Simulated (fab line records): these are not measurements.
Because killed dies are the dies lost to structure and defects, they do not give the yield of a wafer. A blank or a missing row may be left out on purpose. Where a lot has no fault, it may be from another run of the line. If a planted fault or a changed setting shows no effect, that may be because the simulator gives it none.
Matching of chambers || flow nand-harc || 4 sister chambers for NHARC_P_CONTACT_CMP_01 on cmp-02
The step polishes SiO2, target thk 200 nm. 4 wafers are shown with their chamber, then 8 later ones without.

## WAFERS PAIRED WITH THEIR CHAMBERS
{"wafer": "L085.1", "chamber": 2, "motor-current-A (A)": 14.3}
{"wafer": "L085.5", "chamber": 0, "motor-current-A (A)": 11.6}
{"wafer": "L086.4", "chamber": 1, "motor-current-A (A)": 12.0}
{"wafer": "L092.1", "chamber": 3, "motor-current-A (A)": 13.1}

## WAFERS WITHOUT THEIR CHAMBER
{"wafer": "L092.3", "motor-current-A (A)": 14.1}
{"wafer": "L092.6", "motor-current-A (A)": 13.3}
{"wafer": "L093.1", "motor-current-A (A)": 11.6}
{"wafer": "L093.4", "motor-current-A (A)": 12.8}
{"wafer": "L093.6", "motor-current-A (A)": 12.9}
{"wafer": "L094.1", "motor-current-A (A)": 13.0}
{"wafer": "L094.2", "motor-current-A (A)": 11.9}
{"wafer": "L094.4", "motor-current-A (A)": 11.6}

## CHAMBER TAKEN BY EACH
{"wafer": "L092.3", "from the rows above": 2, "in truth": 2}
{"wafer": "L092.6", "from the rows above": 3, "in truth": 3}
{"wafer": "L093.1", "from the rows above": 0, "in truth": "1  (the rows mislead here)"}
{"wafer": "L093.4", "from the rows above": 3, "in truth": 3}
{"wafer": "L093.6", "from the rows above": 3, "in truth": 3}
{"wafer": "L094.1", "from the rows above": 3, "in truth": 3}
{"wafer": "L094.2", "from the rows above": "can't be placed: 1 or 0", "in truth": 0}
{"wafer": "L094.4", "from the rows above": 0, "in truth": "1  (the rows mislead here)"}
5 of 8 placed correctly. From these rows, 1 cannot be placed; in 1 the true chamber is one of the candidates. Number placed wrongly: 2.
How it was worked out, from the rows above alone: a wafer's distance from a chamber is the root of the sum, over the readings, of the square of ((its reading less the chamber's mean) divided by the reading's scatter). If the next closest chamber is less than 2 further off than the closest, the wafer can't be placed; otherwise it belongs to the closest. For every chamber, the mean is computed from those of its wafers that are shown. The scatter: root of mean squared gap, hidden wafer to nearest shown wafer, with one shown wafer a chamber.
